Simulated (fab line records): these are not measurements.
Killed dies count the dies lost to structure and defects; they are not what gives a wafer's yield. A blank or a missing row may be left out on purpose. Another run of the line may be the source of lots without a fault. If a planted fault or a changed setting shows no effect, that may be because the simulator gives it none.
Which tool was responsible? | flow nand-harc | 24 lots with 72 wafers sampled at 6 steps, on a route of 1302 steps

## WHAT THE GAUGES READ, wafer by wafer
NHARC_A_M0_CD_MEAS_09 targets a cd of 80 nm. Usual: cd-nm 80.0 nm, standard deviation 0.73.
lot  | measured     | on        | cd-nm (nm)     | flag
L074 | day 22 14:53 | cd-sem-02 | 79.2 79.8 79.6 |
L076 | day 23 07:52 | cd-sem-01 | 78.0 78.2 77.8 |
L077 | day 23 10:23 | cd-sem-01 | 79.9 79.1 78.5 |
L078 | day 24 04:29 | cd-sem-03 | 80.1 79.5 81.4 |
L079 | day 24 15:11 | cd-sem-01 | 79.6 79.7 80.3 |
L081 | day 25 19:28 | cd-sem-03 | 79.9 79.9 79.1 |
L075 | day 25 23:31 | cd-sem-01 | 80.7 80.0 80.4 |
L080 | day 26 01:37 | cd-sem-03 | 79.6 81.3 80.8 |
L082 | day 26 10:31 | cd-sem-03 | 79.2 78.5 79.9 |
L083 | day 26 14:25 | cd-sem-01 | 80.4 80.4 79.3 |
L084 | day 26 14:52 | cd-sem-01 | 79.7 80.7 79.7 |
L085 | day 27 11:47 | cd-sem-03 | 80.4 80.1 80.3 |
L086 | day 27 21:28 | cd-sem-01 | 80.3 80.3 79.4 |
L087 | day 28 12:50 | cd-sem-02 | 80.2 79.0 79.4 |
L090 | day 28 18:01 | cd-sem-01 | 79.4 80.1 80.9 |
L089 | day 28 18:53 | cd-sem-01 | 78.9 79.7 80.2 |
L088 | day 29 05:33 | cd-sem-03 | 80.1 79.2 79.1 |
L092 | day 29 07:17 | cd-sem-02 | 80.8 79.7 79.7 |
L091 | day 29 10:51 | cd-sem-01 | 79.6 80.4 79.3 |
L093 | day 30 08:00 | cd-sem-03 | 80.3 80.2 79.7 |
L095 | day 31 16:25 | cd-sem-03 | 80.6 79.9 79.5 |
L096 | day 31 19:25 | cd-sem-03 | 79.5 81.7 80.4 |
L094 | day 31 23:01 | cd-sem-01 | 81.0 80.5 81.1 |
L097 | day 32 02:30 | cd-sem-01 | 80.1 80.6 79.5 |

NHARC_A_M1_THK_MEAS_24: measures by xrf. Usual: thk-nm 154.4 nm, standard deviation 1.6.
lot  | measured     | on            | thk-nm (nm)       | flag
L074 | day 22 21:32 | film-metro-02 | 151.8 152.7 153.0 |
L076 | day 23 14:35 | film-metro-02 | 153.3 153.4 155.9 |
L077 | day 23 17:22 | film-metro-02 | 151.8 154.1 153.8 |
L078 | day 24 11:08 | film-metro-01 | 156.1 153.8 156.7 |
L079 | day 24 21:45 | film-metro-02 | 153.3 155.0 155.7 |
L081 | day 26 02:38 | film-metro-01 | 155.6 153.8 154.6 |
L075 | day 26 06:31 | film-metro-01 | 153.3 154.1 153.1 |
L080 | day 26 08:30 | film-metro-01 | 156.5 154.2 155.9 |
L082 | day 26 17:52 | film-metro-01 | 152.4 154.6 152.4 |
L083 | day 26 21:20 | film-metro-01 | 154.0 154.2 155.1 |
L084 | day 26 22:03 | film-metro-02 | 155.1 156.2 157.6 |
L085 | day 27 18:53 | film-metro-02 | 152.5 155.1 151.1 |
L086 | day 28 04:33 | film-metro-01 | 151.8 155.3 154.7 |
L087 | day 28 19:31 | film-metro-01 | 153.3 155.2 155.6 |
L090 | day 29 01:46 | film-metro-01 | 151.9 151.9 151.4 |
L089 | day 29 02:20 | film-metro-01 | 154.8 155.1 156.8 |
L088 | day 29 12:07 | film-metro-02 | 155.5 157.6 154.3 |
L092 | day 29 14:02 | film-metro-02 | 153.1 156.4 154.0 |
L091 | day 29 17:41 | film-metro-02 | 153.1 155.3 156.1 |
L093 | day 30 14:42 | film-metro-01 | 153.7 154.8 151.8 |
L095 | day 31 23:02 | film-metro-02 | 152.7 152.7 154.1 |
L096 | day 32 02:01 | film-metro-02 | 153.3 154.3 152.2 |
L094 | day 32 05:45 | film-metro-02 | 154.9 156.9 156.5 |
L097 | day 32 09:40 | film-metro-02 | 156.9 153.9 156.2 |

NHARC_A_BONDPAD_INSPECT_23. Usual: raw-defect-count 552, standard deviation 120.
lot  | measured     | on                | raw-defect-count | flag
L074 | day 23 02:23 | defect-inspect-01 | 524 528 547      |
L076 | day 23 19:30 | defect-inspect-02 | 477 614 512      |
L077 | day 23 22:07 | defect-inspect-01 | 542 539 797      |
L078 | day 24 16:07 | defect-inspect-02 | 373 345 427      |
L079 | day 25 02:40 | defect-inspect-01 | 538 538 454      |
L081 | day 26 07:21 | defect-inspect-02 | 568 593 709      |
L075 | day 26 11:17 | defect-inspect-02 | 811 637 632      |
L080 | day 26 13:20 | defect-inspect-02 | 703 443 532      |
L082 | day 26 23:07 | defect-inspect-01 | 748 616 571      |
L083 | day 27 02:35 | defect-inspect-01 | 474 527 424      |
L084 | day 27 02:48 | defect-inspect-01 | 386 518 488      |
L085 | day 28 00:10 | defect-inspect-02 | 574 604 552      |
L086 | day 28 09:23 | defect-inspect-02 | 432 505 452      |
L087 | day 29 02:25 | defect-inspect-02 | 442 563 366      |
L090 | day 29 06:44 | defect-inspect-01 | 466 525 409      |
L089 | day 29 07:10 | defect-inspect-02 | 531 556 619      |
L088 | day 29 16:58 | defect-inspect-02 | 497 476 542      |
L092 | day 29 18:47 | defect-inspect-01 | 373 402 461      |
L091 | day 29 23:05 | defect-inspect-01 | 633 639 622      |
L093 | day 30 19:34 | defect-inspect-01 | 707 553 623      |
L095 | day 32 04:28 | defect-inspect-01 | 563 523 777      |
L096 | day 32 06:45 | defect-inspect-01 | 539 429 501      |
L094 | day 32 10:59 | defect-inspect-01 | 508 553 498      |
L097 | day 32 14:31 | defect-inspect-01 | 513 450 907      |

NHARC_THIN_TSV_CD_MEAS_12 targets a cd of 1000 nm. Usual: cd-nm 1000.2 nm, standard deviation 1.9.
lot  | measured     | on        | cd-nm (nm)           | flag
L074 | day 23 16:17 | cd-sem-03 | 997.1 999.7 1001.8   |
L076 | day 24 09:16 | cd-sem-03 | 1001.0 1001.3 1000.2 |
L077 | day 24 10:26 | cd-sem-01 | 999.8 997.3 998.8    |
L078 | day 25 05:26 | cd-sem-01 | 996.3 997.7 996.1    |
L079 | day 25 16:34 | cd-sem-03 | 999.6 1001.5 999.6   |
L081 | day 26 22:05 | cd-sem-03 | 1003.6 1001.1 1003.1 |
L075 | day 26 20:52 | cd-sem-03 | 1001.7 998.9 1001.9  |
L080 | day 27 04:15 | cd-sem-01 | 997.2 999.5 1000.6   |
L082 | day 27 14:00 | cd-sem-03 | 997.5 1000.0 1000.2  |
L083 | day 27 16:17 | cd-sem-01 | 1001.1 1002.3 1000.3 |
L084 | day 27 15:15 | cd-sem-01 | 999.2 1001.5 1004.0  |
L085 | day 28 13:47 | cd-sem-02 | 998.9 1001.7 998.3   |
L086 | day 28 23:05 | cd-sem-01 | 1004.9 1001.4 1000.8 |
L087 | day 29 17:40 | cd-sem-01 | 999.2 997.3 999.2    |
L090 | day 29 18:56 | cd-sem-01 | 1000.3 999.1 999.1   |
L089 | day 29 21:29 | cd-sem-03 | 997.9 1000.5 997.9   |
L088 | day 30 05:17 | cd-sem-03 | 998.2 998.5 1000.1   |
L092 | day 30 06:29 | cd-sem-02 | 999.5 1002.1 1003.9  |
L091 | day 30 11:08 | cd-sem-03 | 1000.9 996.9 999.1   |
L093 | day 31 08:25 | cd-sem-03 | 1000.5 1001.5 1001.7 |
L095 | day 32 16:40 | cd-sem-02 | 1001.5 998.8 1000.6  |
L096 | day 32 17:54 | cd-sem-01 | 1000.1 998.9 998.2   |
L094 | day 32 23:05 | cd-sem-03 | 999.1 1000.8 998.6   |
L097 | day 33 03:34 | cd-sem-03 | 1000.9 999.5 999.2   |

## WHAT TOOL EACH LOT RAN ON (gives the tool, then ch and the chambers of the sampled wafers, and finally the start)
lot  | NHARC_A_M1_DESCUM_14               | NHARC_A_BONDPAD_DEP_00
L074 | rie-diel-03 ch 0,1,2, day 22 19:08 | pecvd-03 ch 1,2, day 22 22:24
L076 | rie-diel-10 ch 1,3, day 23 12:07   | pecvd-01 ch 1,2, day 23 15:29
L077 | rie-diel-03 ch 0,1,2, day 23 14:53 | pecvd-01 ch 0,1,2, day 23 18:14
L078 | rie-diel-02 ch 1,2,3, day 24 08:43 | pecvd-01 ch 0,2, day 24 16:07 or earlier
L079 | rie-diel-03 ch 1,2,3, day 24 19:20 | pecvd-03 ch 0,2, day 24 22:38
L081 | rie-diel-02 ch 1,2, day 25 23:47   | pecvd-02 ch 0,2, day 26 03:30
L075 | rie-diel-03 ch 0,1,3, day 26 04:07 | pecvd-03 ch 0,1,2, day 26 07:22
L080 | rie-diel-02 ch 0,2, day 26 06:06   | pecvd-03 ch 1,2, day 26 09:21
L082 | rie-diel-10 ch 0,1,2, day 26 15:07 | pecvd-03 ch 0,1,2, day 26 18:43
L083 | rie-diel-03 ch 0,2,3, day 26 18:38 | pecvd-01 ch 1,2, day 27 02:35 or earlier
L084 | rie-diel-03 ch 0,1,2, day 26 19:19 | pecvd-02 ch 0,1,2, day 26 22:54
L085 | rie-diel-02 ch 0,2,3, day 27 16:03 | pecvd-03 ch 0,2, day 27 20:09
L086 | rie-diel-03 ch 1,3, day 28 02:08   | pecvd-03 ch 0,1,2, day 28 05:24
L087 | rie-diel-03 ch 0,1,2, day 28 17:04 | pecvd-03 ch 1,2, day 28 22:22
L090 | rie-diel-10 ch 0,1,3, day 28 23:20 | pecvd-03 ch 0,1, day 29 02:37
L089 | rie-diel-03 ch 1,2,3, day 28 23:53 | pecvd-02 ch 0,2, day 29 03:16
L088 | rie-diel-10 ch 1,2,3, day 29 09:44 | pecvd-03 ch 0,2, day 29 13:01
L092 | rie-diel-03 ch 0,1,3, day 29 11:37 | pecvd-02 ch 1,2, day 29 14:54
L091 | rie-diel-10 ch 1,2, day 29 15:16   | pecvd-01 ch 0,1,2, day 29 18:36
L093 | rie-diel-10 ch 2,3, day 30 12:17   | pecvd-01 ch 0,2, day 30 15:36
L095 | rie-diel-10 ch 0,1,2, day 31 20:33 | pecvd-03 ch 0,1,2, day 31 23:53
L096 | rie-diel-02 ch 0,1,3, day 31 23:37 | pecvd-03 ch 0,1,2, day 32 02:56
L094 | rie-diel-02 ch 1,2, day 32 03:20   | pecvd-01 ch 0,1, day 32 07:02
L097 | rie-diel-10 ch 0,2,3, day 32 07:15 | pecvd-01 ch 1,2, day 32 10:35
- NHARC_A_M1_DESCUM_14: chemistry O2, time 3 s.
- NHARC_A_BONDPAD_DEP_00: deposits SiCN, target thk 250 nm.

## WHAT THE TOOLS THEMSELVES READ (means of the sampled wafers that have a number; where no wafer has one, the mark that the record gives instead)
NHARC_A_M1_DESCUM_14. Usual: drypump-motor-current-A 5.8 A, standard deviation 0.33; mfc-ar-sccm 0.008 sccm, standard deviation 0.0099; oes-product-au 1.000 a.u., standard deviation 0.0085; rf-vpp-V 58.0 V, standard deviation 0.99; showerhead-plenum-p-Torr 1.97 Torr, standard deviation 0.075; throttle-valve-pct 11.311 %, standard deviation 0.0087.
lot  | tool        | drypump-motor-current-A (A) | mfc-ar-sccm (sccm) | oes-product-au (a.u.) | rf-vpp-V (V) | showerhead-plenum-p-Torr (Torr) | throttle-valve-pct (%) | flag
L074 | rie-diel-03 | 5.4                         | 0.008              | 0.998                 | 57.5         | 1.96                            | 11.314                 |
L076 | rie-diel-10 | 6.0                         | 0.010              | 0.992                 | 58.1         | 1.94                            | 11.311                 |
L077 | rie-diel-03 | 5.4                         | 0.008              | 1.000                 | 58.8         | 1.96                            | 11.311                 |
L078 | rie-diel-02 | 6.1                         | 0.009              | 1.003                 | 57.9         | 1.95                            | 11.308                 |
L079 | rie-diel-03 | 5.7                         | 0.007              | 0.998                 | 57.5         | 1.94                            | 11.310                 |
L081 | rie-diel-02 | 6.1                         | 0.010              | 0.997                 | 57.8         | 1.97                            | 11.307                 |
L075 | rie-diel-03 | 5.6                         | 0.008              | 1.002                 | 59.1         | 2.02                            | 11.304                 |
L080 | rie-diel-02 | 6.0                         | 0.002              | 1.004                 | 58.0         | 2.01                            | 11.305                 |
L082 | rie-diel-10 | 5.9                         | 0.005              | 1.007                 | 57.2         | 2.00                            | 11.303                 |
L083 | rie-diel-03 | 5.4                         | 0.001              | 0.988                 | 58.3         | 1.95                            | 11.314                 |
L084 | rie-diel-03 | 5.4                         | 0.008              | 0.998                 | 58.2         | 1.96                            | 11.309                 |
L085 | rie-diel-02 | 6.1                         | 0.003              | 1.002                 | 57.5         | 1.98                            | 11.310                 |
L086 | rie-diel-03 | 5.9                         | 0.015              | 1.002                 | 57.9         | 2.01                            | 11.311                 |
L087 | rie-diel-03 | 5.4                         | 0.008              | 1.009                 | 57.5         | 1.95                            | 11.304                 |
L090 | rie-diel-10 | 6.0                         | 0.012              | 0.999                 | 56.9         | 1.98                            | 11.316                 |
L089 | rie-diel-03 | 5.7                         | 0.007              | 0.995                 | 58.0         | 1.94                            | 11.305                 |
L088 | rie-diel-10 | 5.9                         | 0.013              | 0.993                 | 58.7         | 1.99                            | 11.311                 |
L092 | rie-diel-03 | 5.6                         | 0.008              | 1.010                 | 58.0         | 2.02                            | 11.317                 |
L091 | rie-diel-10 | 5.9                         | 0.003              | 0.998                 | 57.7         | 1.97                            | 11.315                 |
L093 | rie-diel-10 | 5.9                         | 0.016              | 1.019                 | 57.3         | 2.04                            | 11.318                 |
L095 | rie-diel-10 | 5.9                         | 0.005              | 1.000                 | 58.4         | 2.00                            | 11.309                 |
L096 | rie-diel-02 | 6.1                         | 0.007              | 1.007                 | 57.7         | 1.95                            | 11.311                 |
L094 | rie-diel-02 | 6.1                         | 0.014              | 1.000                 | 57.4         | 1.94                            | 11.319                 |
L097 | rie-diel-10 | 5.9                         | 0.015              | 1.000                 | 57.9         | 2.02                            | 11.307                 |

NHARC_A_BONDPAD_DEP_00. Usual: heater-power-w 591 W, standard deviation 87.
lot  | tool     | heater-power-w (W) | flag
L074 | pecvd-03 | 560                |
L076 | pecvd-01 | 518                |
L077 | pecvd-01 | 612                |
L078 | pecvd-01 | 703                |
L079 | pecvd-03 | 548                |
L081 | pecvd-02 | 586                |
L075 | pecvd-03 | 548                |
L080 | pecvd-03 | 605                |
L082 | pecvd-03 | 576                |
L083 | pecvd-01 | 524                |
L084 | pecvd-02 | 601                |
L085 | pecvd-03 | 567                |
L086 | pecvd-03 | 552                |
L087 | pecvd-03 | 613                |
L090 | pecvd-03 | 613                |
L089 | pecvd-02 | 614                |
L088 | pecvd-03 | 587                |
L092 | pecvd-02 | 637                |
L091 | pecvd-01 | 599                |
L093 | pecvd-01 | 725                |
L095 | pecvd-03 | 513                |
L096 | pecvd-03 | 555                |
L094 | pecvd-01 | 563                |
L097 | pecvd-01 | 578                |

## THE ANSWER, worked out from the rows above alone
Rule: a lot is off if the mean of its wafers that have a number lies more than 3 standard deviations from the usual mean. Also off: a lot with no number at a reading for which 4 or more lots have one. Where the step has rows for the other lots, those lots are counted as sound. First the gauges in route order, then the tools' own readings, where a lot's mean is used as printed above. The first step at which some lot is off is used, and at that step the reading that is off furthest; a lot without a number counts as furthest.
Across all readings shown, no lot is off: no conclusion can be drawn from this.

## WHAT THE SIMULATOR HAD PUT IN
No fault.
